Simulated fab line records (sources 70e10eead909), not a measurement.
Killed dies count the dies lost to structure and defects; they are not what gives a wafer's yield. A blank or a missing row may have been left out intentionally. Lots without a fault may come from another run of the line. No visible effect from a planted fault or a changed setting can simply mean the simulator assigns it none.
Matching of chambers    flow nandHarc    aldHk-02 running NHARC_A_WL_FILL_ALD_00: 4 sister chambers
The step deposits Al2O3, target thk 3 nm, pulse time 3 s, ald cycles 30. 8 wafers are shown with their chamber, then 9 later ones without.

EACH WAFER AND ITS CHAMBER
wafer   chamber  heaterPowerW (W)  precursorPulseHeightRel
L084.6  2        486               0.996
L085.6  0        452               1.019
L089.3  3        354               1.029
L089.4  0        454               1.012
L089.5  2        494               0.989
L090.2  3        359               1.026
L090.3  1        455               0.979
L090.6  1        464               1.005

WAFERS WITHOUT THEIR CHAMBER
wafer   heaterPowerW (W)  precursorPulseHeightRel
L092.3  357               0.996
L092.4  478               1.030
L092.5  445               0.984
L093.2  458               0.984
L093.3  449               1.000
L093.4  355               1.009
L094.4  452               1.025
L094.5  446               1.010
L094.6  359               1.017

WHICH CHAMBER EACH ONE RAN IN
wafer    from the rows above            in truth
L092.3   3                              3
L092.4   can't be placed: 2 or 1 or 0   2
L092.5   can't be placed: 1 or 0        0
L093.2   1                              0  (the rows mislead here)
L093.3   can't be placed: 0 or 1        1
L093.4   3                              3
L094.4   0                              0
L094.5   can't be placed: 0 or 1        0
L094.6   3                              3
4 of 9 placed correctly. Not placeable from these rows: 4 (in 4, the candidates include the true chamber). Wrongly placed: 1.
How it was worked out, from the rows above alone: a wafer's distance from a chamber is the root of the sum, over the readings, of the square of ((its reading less the chamber's mean) divided by the reading's scatter). The wafer belongs to the nearest chamber; if the next one is less than 2 further off, it can't be placed. Each chamber's mean is taken over the wafers shown for it. The scatter: take each reading less its chamber's mean, square it, sum over the shown wafers, divide by the number of wafers less the number of chambers, and take the root.
